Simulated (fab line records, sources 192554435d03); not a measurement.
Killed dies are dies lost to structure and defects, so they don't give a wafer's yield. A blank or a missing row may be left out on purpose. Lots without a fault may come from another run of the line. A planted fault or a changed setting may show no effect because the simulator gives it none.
A struck lot beside a sound one | flow n5_finfet | 41 steps out of a route of 1938
Sound: wafers L155.3, L155.4, L155.5. Struck: wafer L166.4. (L166.2, L166.3 of the same lot were not struck and are left out.) The cause comes at the end.
At each step with rows: each side's tool, then ch and its chambers, then its first start. Under that, the readings that differ: sound wafers | struck wafers | difference of the means | sigmas: that difference in standard deviations of wafers without a fault.
alike: readings whose means differ by less than 2 such deviations, and words and numbers that are the same on both sides. not compared: withheld readings, readings that some wafer has no value for, bounds like >300 that may hide the same value, and numbers for which the record gives no deviation and whose values overlap.
The two part at a step that has a row with sigmas, a row that says differs or no value, or rows on one side only. Numbers that don't overlap but have no deviation are shown without sigmas and don't part them. A reading that every wafer of one side lacks parts them only if that side has two wafers or more.

first, 3 steps without rows for these wafers: N5_BEOL_M5_ALD_86 (deposits TaN, pulse time 2 s, purge time 3 s, co reactant purge time 2 s); N5_BEOL_M5_SURFACE_TREAT_87; N5_BEOL_M5_CVD_47 (deposits Co from CCTBA/H2, target thk 3 nm, time 216 s).
N5_BEOL_M5_SPUTTER_48: material Cu, target thk 15 nm, time 27.62 s.
  sound on pvd_sputter-03, day 8 08:56; struck on pvd_sputter-02, day 10 21:27
  alike: chuck_sensor_temp_C, throttle_valve_pct
then, 4 steps without rows for these wafers: N5_BEOL_M5_ANNEAL_49 (time 1800 s); N5_BEOL_M5_SPUTTER_81 (material Cu, target thk 15 nm, time 27.62 s); N5_BEOL_M5_ANNEAL_82 (time 1800 s); N5_BEOL_M5_SPUTTER_83 (material Cu, target thk 15 nm, time 27.62 s).
N5_BEOL_M5_ANNEAL_84: time 1800 s.
  sound on pvd_sputter-03, day 8 11:11; struck on pvd_sputter-02, day 10 23:42
  alike: heater_power_w
then, 2 steps without rows for these wafers: N5_BEOL_M5_SPUTTER_88 (material Cu, target thk 15 nm, time 27.62 s); N5_BEOL_M5_ANNEAL_89 (time 1800 s).
N5_BEOL_M5_SPUTTER_90: material Cu, target thk 4.5 nm, time 8.29 s.
  sound on pvd_sputter-03, day 8 13:17; struck on pvd_sputter-02, day 11 01:48
  alike: chuck_sensor_temp_C, throttle_valve_pct
N5_BEOL_M5_ECD_50: material Cu, target thk 300 nm.
  sound on ecd_cu-02 ch 0,1, day 8 13:25; struck on ecd_cu-01 ch 0,1, day 11 01:55
then, 1 step without rows for these wafers: N5_BEOL_M5_ANNEAL_51 (time 90 s).
N5_BEOL_M5_CMP_52: polishes, stops on SiCOH lowk, t overpolish 6.9 s, target thk 62 nm.
  sound on cmp-03 ch 0,1,3, day 8 13:52; struck on cmp-04 ch 0, day 11 02:18
  reading                | sound          | struck | difference | sigmas
  time_to_endpoint_s (s) | 61.7 62.1 63.8 | 55.8   | -6.7       | -2
  alike: barrier_field_endpoint_s, motor_current_A, overpolish_run_s
N5_BEOL_M5_THK_MEAS_53: measures by xrf.
  sound on film_metro-02, day 8 14:05; struck on film_metro-01, day 11 02:35
  alike: M5_THK
then, 4 steps without rows for these wafers: N5_BEOL_M5_PRE_CLEAN_77 (time 15 s); N5_BEOL_M5_CO_CAP_78 (material Co, precursor CCTBA/H2, target thk 2 nm, time 102.1 s); N5_BEOL_M5_PRE_CLEAN_55 (time 15 s); N5_BEOL_M5_DEP_56 (deposits SiCN from 3MS/NH3, target thk 8 nm, time 14 s).
N5_BEOL_M5_RS_MEAS_57: measures by four-point-probe.
  sound on film_metro-02, day 8 14:21; struck on film_metro-01, day 11 02:51
  alike: M5_RS
then, 1 step without rows for these wafers: N5_BEOL_M6_ILD_DEP_00 (deposits SiCOH lowk from DEMS/porogen, target thk 179.75 nm, time 33.4 s).
N5_BEOL_M6_CURE_74: cures SiCOH lowk, time 240 s.
  sound on uv_cure-03 ch 0, day 8 14:38; struck on uv_cure-03 ch 2, day 11 03:05
  alike: lamp_power_pct, wafer_temp_C_max
N5_BEOL_M6_THK_MEAS_01:
  sound on film_metro-02, day 8 15:01; struck on film_metro-02, day 11 03:31
  alike: M6_ILD_THK
then, 10 steps without rows for these wafers: N5_BEOL_M6_PECVD_70 (deposits SiO2 from TEOS/O2, target thk 20 nm, time 22.7 s); N5_BEOL_M6_HM_DEP_02 (deposits TiN, target thk 20 nm); N5_BEOL_M6_COAT_59 (time 60 s, resist thk 100 nm); N5_BEOL_M6_COAT_60 (time 60 s, resist thk 35 nm); N5_BEOL_M6_COAT_05 (resist thk 90 nm); N5_BEOL_M6_EBR_07; N5_BEOL_M6_SOFTBAKE_06 (time 60 s); N5_BEOL_M6_EXPOSE_08 (exposes mask M6); N5_BEOL_M6_PEB_09 (peb time 60 s); N5_BEOL_M6_DEVELOP_10 (develop time 30 s).
N5_BEOL_M6_CD_MEAS_11: target cd 38.5 nm.
  sound on cd_sem-02 ch 0, day 8 17:17; struck on cd_sem-01 ch 0, day 11 06:29
  alike: cd_nm
N5_BEOL_M6_OVL_MEAS_12:
  sound on overlay-01 ch 0, day 8 17:19; struck on overlay-02 ch 0, day 11 06:31
  alike: M6_OVL
then, 4 steps without rows for these wafers: N5_BEOL_M6_DESCUM_16 (chemistry O2, time 7.9 s); N5_BEOL_M6_ETCH_61 (etches SiARC in CF4, target depth 45.5 nm, time 75.8 s); N5_BEOL_M6_ETCH_62 (etches SOC in N2/H2, target depth 110 nm, overetch 22 nm, time 165 s); N5_BEOL_M6_STRIP_68 (strips in N2/H2).
-- the record jumps here: 4 days lie between the struck wafers' starts before and after (it left off in module BEOL_M6 and takes up again in module PASSIVATION, whose first step shown is number 1936 of the route) --
N5_PASSIVATION_PROBE_49:
  the record has rows for the struck wafers here (prober-02, day 15 00:55) and none for the sound ones

WHERE THEY PART
First at N5_BEOL_M5_CMP_52; last, within this record, at N5_PASSIVATION_PROBE_49.

WHY: what the simulator had put in
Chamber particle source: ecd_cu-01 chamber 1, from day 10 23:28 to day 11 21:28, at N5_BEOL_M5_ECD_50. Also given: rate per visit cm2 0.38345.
